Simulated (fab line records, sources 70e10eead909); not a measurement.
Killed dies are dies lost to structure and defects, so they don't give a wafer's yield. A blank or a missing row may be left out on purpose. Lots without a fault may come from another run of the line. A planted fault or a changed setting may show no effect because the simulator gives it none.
Which tool did it? | flow nand_harc | 12 lots, 36 wafers sampled, at 5 steps of a route of 1302

WHAT THE GAUGES READ, wafer by wafer
NHARC_END_SORT_01. Usual: defect_limited_yield 93.3 %, standard deviation 1.5; killed_at_array 41, standard deviation 10; killed_at_other 0.8, standard deviation 0.91; killed_at_periphery 4.2, standard deviation 2.9; killed_dies 46, standard deviation 10; killed_open 3.5, standard deviation 2.1; killed_short 2.5, standard deviation 1.6; sort_bin_2_pct 2.4 %, standard deviation 0.71; sort_bin_3_pct 0.6 %, standard deviation 0.33; sort_bin_4_pct 3.8 %, standard deviation 0.93; sort_n_pass 631, standard deviation 10; sort_rim_yield_pct 86 %, standard deviation 4.5; sort_yield_pct 93.3 %, standard deviation 1.5.
lot  | measured     | on        | defect_limited_yield (%) | killed_at_array | killed_at_other | killed_at_periphery | killed_dies | killed_open | killed_short | sort_bin_2_pct (%) | sort_bin_3_pct (%) | sort_bin_4_pct (%) | sort_n_pass | sort_rim_yield_pct (%) | sort_yield_pct (%) | flag
L303 | day 25 02:41 | prober-02 | 91.7 92.2 91.0           | 52 52 58        | 1 1 1           | 3 0 2               | 56 53 61    | 4 4 6       | 6 3 3        | 3.4 2.8 2.4        | 0.6 0.6 1.0        | 4.3 4.4 5.6        | 621 624 616 | 83 83 83               | 91.7 92.2 91.0     |
L306 | day 26 00:31 | prober-01 | 95.6 95.6 94.8           | 28 26 32        | 1 0 1           | 1 4 2               | 30 30 35    | 3 7 3       | 1 0 4        | 1.3 1.5 1.5        | 0.1 0.1 0.1        | 3.0 2.8 3.5        | 647 647 642 | 92 92 92               | 95.6 95.6 94.8     |
L305 | day 26 04:28 | prober-02 | 93.5 93.4 91.3           | 44 40 53        | 0 0 4           | 0 5 2               | 44 45 59    | 0 6 3       | 1 3 5        | 3.0 2.7 2.8        | 0.1 0.3 1.6        | 3.4 3.7 4.3        | 633 632 618 | 82 82 85               | 93.5 93.4 91.3     |
L310 | day 28 00:59 | prober-02 | 95.4 95.0 95.3           | 22 24 20        | 2 1 0           | 7 9 12              | 31 34 32    | 3 3 4       | 4 5 2        | 1.6 1.3 1.8        | 0.6 0.3 0.1        | 2.4 3.4 2.8        | 646 643 645 | 89 87 90               | 95.4 95.0 95.3     |
L308 | day 28 00:54 | prober-01 | 94.2 93.9 93.4           | 36 35 42        | 1 2 2           | 2 4 1               | 39 41 45    | 4 3 4       | 4 4 2        | 2.1 1.8 2.5        | 0.9 0.6 0.4        | 2.8 3.7 3.7        | 638 636 632 | 92 88 88               | 94.2 93.9 93.4     |
L307 | day 28 08:43 | prober-01 | 93.1 92.9 93.6           | 44 46 40        | 1 0 0           | 2 2 3               | 47 48 43    | 6 4 8       | 0 5 0        | 2.4 1.2 2.7        | 0.3 0.7 0.4        | 4.3 5.2 3.2        | 630 629 634 | 90 87 84               | 93.1 92.9 93.6     |
L309 | day 28 08:50 | prober-02 | 90.5 90.7 90.5           | 58 53 58        | 0 2 0           | 6 8 6               | 64 63 64    | 2 9 3       | 3 0 4        | 3.2 2.5 3.8        | 0.9 1.2 1.3        | 5.3 5.6 4.3        | 613 614 613 | 80 77 78               | 90.5 90.7 90.5     |
L314 | day 29 20:44 | prober-01 | 94.5 91.9 94.2           | 32 46 32        | 0 0 0           | 5 9 7               | 37 55 39    | 1 3 1       | 2 2 3        | 2.4 3.2 1.5        | 0.4 0.3 0.4        | 2.7 4.6 3.8        | 640 622 638 | 86 78 85               | 94.5 91.9 94.2     |
L319 | day 31 20:23 | prober-01 | 92.8 0 0                 | 49 674 673      | 0 2 1           | 0 1 3               | 49 677 677  | 4 5 3       | 0 3 3        | 3.4 96.3 95.0      | 0.3 0.6 1.2        | 3.5 3.1 3.8        | 628 0 0     | 82 0 0                 | 92.8 0 0           | OFF
L323 | day 34 00:18 | prober-02 | 93.6 93.4 94.2           | 41 41 33        | 0 0 1           | 2 4 5               | 43 45 39    | 2 2 8       | 0 2 1        | 2.1 2.8 1.5        | 0.4 0.6 0.4        | 3.8 3.2 3.8        | 634 632 638 | 82 85 87               | 93.6 93.4 94.2     |
L322 | day 34 11:05 | prober-02 | 92.9 92.0 90.5           | 41 49 56        | 0 1 2           | 7 4 6               | 48 54 64    | 2 2 3       | 4 4 6        | 2.4 3.0 4.0        | 1.3 0.7 1.0        | 3.4 4.3 4.4        | 629 623 613 | 88 89 83               | 92.9 92.0 90.5     |
L321 | day 34 12:41 | prober-01 | 93.4 92.8 92.5           | 37 38 40        | 1 2 1           | 7 9 10              | 45 49 51    | 2 2 2       | 1 3 2        | 2.5 2.7 2.8        | 0.4 0.4 0.4        | 3.7 4.1 4.3        | 632 628 626 | 91 90 86               | 93.4 92.8 92.5     |

WHICH TOOL RAN EACH LOT (tool, then ch and the chambers of the sampled wafers, then the start)
lot  | NHARC_A_M0_PVD_21            | NHARC_A_M1_STRIP_18                | NHARC_A_M1_PVD_21                       | NHARC_THIN_TSV_ANNEAL_52
L303 | pvd_sputter-01, day 23 16:14 | rie_diel-02 ch 1,2,3, day 23 19:28 | pvd_sputter-01, day 24 17:46 or earlier | rtp_anneal-01 ch 0, day 24 17:46
L306 | pvd_sputter-02, day 24 07:22 | rie_diel-02 ch 0,1,2, day 24 10:41 | pvd_sputter-01, day 25 12:08 or earlier | rtp_anneal-01 ch 0, day 25 12:08
L305 | pvd_sputter-03, day 24 14:22 | rie_diel-05 ch 1,2,3, day 24 17:44 | pvd_sputter-01, day 25 16:38 or earlier | rtp_anneal-01 ch 0, day 25 16:38
L310 | pvd_sputter-02, day 26 04:06 | rie_diel-05 ch 0,3, day 26 07:33   | pvd_sputter-02, day 27 10:23 or earlier | rtp_anneal-02 ch 0, day 27 10:23
L308 | pvd_sputter-02, day 26 12:46 | rie_diel-13 ch 1,3, day 26 16:00   | pvd_sputter-02, day 27 15:08 or earlier | rtp_anneal-01 ch 0, day 27 15:08
L307 | pvd_sputter-01, day 26 17:10 | rie_diel-13 ch 1,2,3, day 26 20:34 | pvd_sputter-02, day 27 20:07 or earlier | rtp_anneal-01 ch 0, day 27 20:07
L309 | pvd_sputter-03, day 26 17:47 | rie_diel-05 ch 0,1,2, day 26 21:05 | pvd_sputter-03, day 27 21:04 or earlier | rtp_anneal-01 ch 0, day 27 21:04
L314 | pvd_sputter-01, day 28 06:02 | rie_diel-13 ch 0,1, day 28 09:20   | pvd_sputter-01, day 29 09:47 or earlier | rtp_anneal-01 ch 0, day 29 09:47
L319 | pvd_sputter-01, day 30 07:59 | rie_diel-02 ch 3, day 30 11:24     | pvd_sputter-01, day 31 09:47 or earlier | rtp_anneal-02 ch 0, day 31 09:47
L323 | pvd_sputter-03, day 31 22:29 | rie_diel-02 ch 0,1, day 32 01:38   | pvd_sputter-03, day 33 12:54 or earlier | rtp_anneal-01 ch 0, day 33 12:54
L322 | pvd_sputter-02, day 32 19:17 | rie_diel-02 ch 1,2,3, day 32 22:27 | pvd_sputter-02, day 34 02:28 or earlier | rtp_anneal-02 ch 0, day 34 02:28
L321 | pvd_sputter-03, day 32 23:28 | rie_diel-02 ch 1,3, day 33 02:44   | pvd_sputter-01, day 34 00:07 or earlier | rtp_anneal-02 ch 0, day 34 00:07
- NHARC_A_M0_PVD_21: deposits Cu, target thk 30 nm, time 20.49 s.
- NHARC_A_M1_STRIP_18: strips in N2/H2.
- NHARC_A_M1_PVD_21: deposits Cu, target thk 30 nm, time 20.49 s.
- NHARC_THIN_TSV_ANNEAL_52: time 90 s.

WHAT THE TOOLS THEMSELVES READ (means of the sampled wafers that have a number; where no wafer has one, the mark that the record gives instead)
NHARC_A_M0_PVD_21. Usual: throttle_valve_pct 29.3 %, standard deviation 1.
lot  | tool           | throttle_valve_pct (%) | flag
L303 | pvd_sputter-01 | 30.5                   |
L306 | pvd_sputter-02 | 29.3                   |
L305 | pvd_sputter-03 | 28.4                   |
L310 | pvd_sputter-02 | 29.6                   |
L308 | pvd_sputter-02 | 29.5                   |
L307 | pvd_sputter-01 | 29.4                   |
L309 | pvd_sputter-03 | 28.4                   |
L314 | pvd_sputter-01 | 29.3                   |
L319 | pvd_sputter-01 | 29.3                   |
L323 | pvd_sputter-03 | 28.6                   |
L322 | pvd_sputter-02 | 30.7                   |
L321 | pvd_sputter-03 | 28.5                   |

NHARC_A_M1_STRIP_18. Usual: drypump_motor_current_A 5.5 A, standard deviation 0.4; oes_product_au 1.002 a.u., standard deviation 0.011; rf_vpp_V 91.0 V, standard deviation 0.93; showerhead_plenum_p_Torr 2.08 Torr, standard deviation 0.091; throttle_valve_pct 14.171 %, standard deviation 0.0084.
lot  | tool        | drypump_motor_current_A (A) | oes_product_au (a.u.) | rf_vpp_V (V) | showerhead_plenum_p_Torr (Torr) | throttle_valve_pct (%) | flag
L303 | rie_diel-02 | 5.6                         | 0.998                 | 91.7         | 2.11                            | 14.167                 |
L306 | rie_diel-02 | 5.5                         | 1.003                 | 90.6         | 2.13                            | 14.168                 |
L305 | rie_diel-05 | 5.7                         | 1.005                 | 91.2         | 2.08                            | 14.177                 |
L310 | rie_diel-05 | 6.0                         | 0.999                 | 91.0         | 1.99                            | 14.168                 |
L308 | rie_diel-13 | 5.2                         | 1.020                 | 90.3         | 2.01                            | 14.172                 |
L307 | rie_diel-13 | 5.2                         | 1.004                 | 90.6         | 2.04                            | 14.175                 |
L309 | rie_diel-05 | 5.5                         | 0.999                 | 91.4         | 2.13                            | 14.171                 |
L314 | rie_diel-13 | 5.4                         | 1.015                 | 92.0         | 2.10                            | 14.167                 |
L319 | rie_diel-02 | 5.8                         | 0.991                 | 89.9         | 2.01                            | 14.160                 |
L323 | rie_diel-02 | 5.4                         | 0.989                 | 91.5         | 2.14                            | 14.173                 |
L322 | rie_diel-02 | 5.6                         | 0.992                 | 90.3         | 2.11                            | 14.166                 |
L321 | rie_diel-02 | 5.6                         | 1.007                 | 91.2         | 2.07                            | 14.175                 |

NHARC_A_M1_PVD_21. Usual: throttle_valve_pct 29.6 %, standard deviation 1.
lot  | tool           | throttle_valve_pct (%) | flag
L303 | pvd_sputter-01 | 30.5                   |
L306 | pvd_sputter-01 | 30.4                   |
L305 | pvd_sputter-01 | 30.5                   |
L310 | pvd_sputter-02 | 30.6                   |
L308 | pvd_sputter-02 | 29.6                   |
L307 | pvd_sputter-02 | 29.4                   |
L309 | pvd_sputter-03 | 28.5                   |
L314 | pvd_sputter-01 | 30.3                   |
L319 | pvd_sputter-01 | 31.2                   |
L323 | pvd_sputter-03 | 29.1                   |
L322 | pvd_sputter-02 | 30.5                   |
L321 | pvd_sputter-01 | 29.7                   |

NHARC_THIN_TSV_ANNEAL_52. Usual: anneal_temp_c_max 226.4, standard deviation 0.47; wafer_temp_C_max 226.04, standard deviation 0.26.
lot  | tool          | anneal_temp_c_max | wafer_temp_C_max | flag
L303 | rtp_anneal-01 | 226.5             | 225.84           |
L306 | rtp_anneal-01 | 226.7             | 226.02           |
L305 | rtp_anneal-01 | 226.7             | 225.82           |
L310 | rtp_anneal-02 | 226.1             | 225.87           |
L308 | rtp_anneal-01 | 227.0             | 226.19           |
L307 | rtp_anneal-01 | 226.7             | 226.08           |
L309 | rtp_anneal-01 | 226.5             | 226.11           |
L314 | rtp_anneal-01 | 226.4             | 225.97           |
L319 | rtp_anneal-02 | 226.1             | 225.75           |
L323 | rtp_anneal-01 | 227.3             | 226.03           |
L322 | rtp_anneal-02 | 226.1             | 226.04           |
L321 | rtp_anneal-02 | 226.1             | 226.21           |

THE ANSWER, worked out from the rows above alone
Rule: a lot is off if the mean of its wafers that have a number lies more than 3 standard deviations from the usual mean. A lot without any number at a reading at which 4 lots or more have one is off too. The other lots that the step has rows for count as sound. The gauges are gone through in route order, then the tools' own readings, and for those a lot's mean is taken as printed above. The first step at which some lot is off is used, and at that step the reading that is off furthest; a lot without a number counts as furthest.
Off: L319, at NHARC_END_SORT_01 (sort_bin_2_pct).
A tool fits if, at a process step before that reading, it ran every lot that is off, and no sound lot after the first of them. The gauges at NHARC_END_SORT_01 are tried like those tools. NHARC_A_M1_PVD_21 gives no start for some lots, so the hours and the order of its lots are those of NHARC_THIN_TSV_ANNEAL_52. One fits: pvd_sputter-01 at NHARC_A_M0_PVD_21. Its last sound lot is L314 (day 28 06:02), its first lot that is off L319 (day 30 07:59): a fault that began between those two fits.

WHAT THE SIMULATOR HAD PUT IN
Process parameter drift: pvd_sputter-01, from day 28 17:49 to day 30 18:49, at NHARC_A_M0_PVD_21. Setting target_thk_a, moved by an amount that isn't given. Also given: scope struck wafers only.
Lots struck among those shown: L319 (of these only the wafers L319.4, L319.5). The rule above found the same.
